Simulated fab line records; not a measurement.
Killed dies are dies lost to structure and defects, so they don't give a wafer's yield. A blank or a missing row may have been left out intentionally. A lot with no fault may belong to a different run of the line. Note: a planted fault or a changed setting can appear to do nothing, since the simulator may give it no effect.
Chamber matching    flow n5-finfet    3 sister chambers for N5_BEOL_M5_CURE_80 on uv-cure-01
The step cures SiCOH lowk, time 120 s. 22 wafers are shown with their chamber, then 11 later ones without.

== WAFERS WITH THEIR CHAMBER ==
wafer   chamber  wafer_temp_C_max  lamp-power-pct (%)
L074.3  1        371.4             52.26
L074.4  1        371.0             52.38
L074.5  1        371.0             52.40
L081.1  0        372.3             52.30
L081.2  0        372.2             52.33
L081.5  0        372.5             52.25
L082.1  1        370.8             52.37
L082.5  1        371.1             52.27
L082.6  1        371.4             52.28
L083.4  0        372.2             52.30
L083.5  0        372.1             52.35
L083.6  0        372.3             52.30
L084.2  0        372.4             52.31
L084.4  0        372.7             52.26
L084.5  0        372.4             52.36
L086.1  0        371.8             52.31
L086.2  0        372.2             52.34
L086.3  0        372.0             52.20
L085.2  2        371.3             52.36
L085.4  2        370.9             52.25
L085.6  2        371.9             52.32
L088.1  2        371.7             52.35

SIGNATURES (means of the wafers above)
reading           chamber 0  chamber 1  chamber 2  scatter within a chamber
wafer_temp_C_max  372.258    371.117    371.450    0.28
lamp-power-pct    52.3008    52.3267    52.3200    0.0514
Rule: for each reading, subtract the chamber's mean from the wafer's reading, divide by that reading's scatter and square the result; add these up over the readings and take the root, which gives the wafer's distance from the chamber. If the next closest chamber is less than 2 further off than the closest, the wafer can't be placed; otherwise it belongs to the closest. How the scatter is found: for the shown wafers, subtract from each reading the mean of its chamber, square and add these, divide the total by (wafers less chambers), then take the root.

== WAFERS MISSING THEIR CHAMBER ==
wafer   wafer_temp_C_max  lamp-power-pct (%)
L088.4  371.9             52.34
L088.6  371.5             52.32
L089.2  370.5             52.31
L089.3  371.2             52.37
L089.5  371.2             52.35
L094.1  372.2             52.32
L094.3  372.2             52.25
L094.4  372.1             52.30
L097.2  370.6             52.34
L097.3  371.1             52.31
L097.4  370.7             52.34

== WHICH CHAMBER EACH WENT THROUGH ==
wafer   from the rows above           in truth
L088.4  can't be placed: 0 or 2 or 1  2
L088.6  can't be placed: 2 or 1       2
L089.2  can't be placed: 1 or 2       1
L089.3  can't be placed: 1 or 2       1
L089.5  can't be placed: 1 or 2       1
L094.1  0                             0
L094.3  can't be placed: 0 or 2       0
L094.4  can't be placed: 0 or 2       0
L097.2  can't be placed: 1 or 2       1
L097.3  can't be placed: 1 or 2       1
L097.4  can't be placed: 1 or 2       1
Placed correctly: 1 of 11. Not placeable from these rows: 10 (in 10, the candidates include the true chamber). Number placed wrongly: 0.
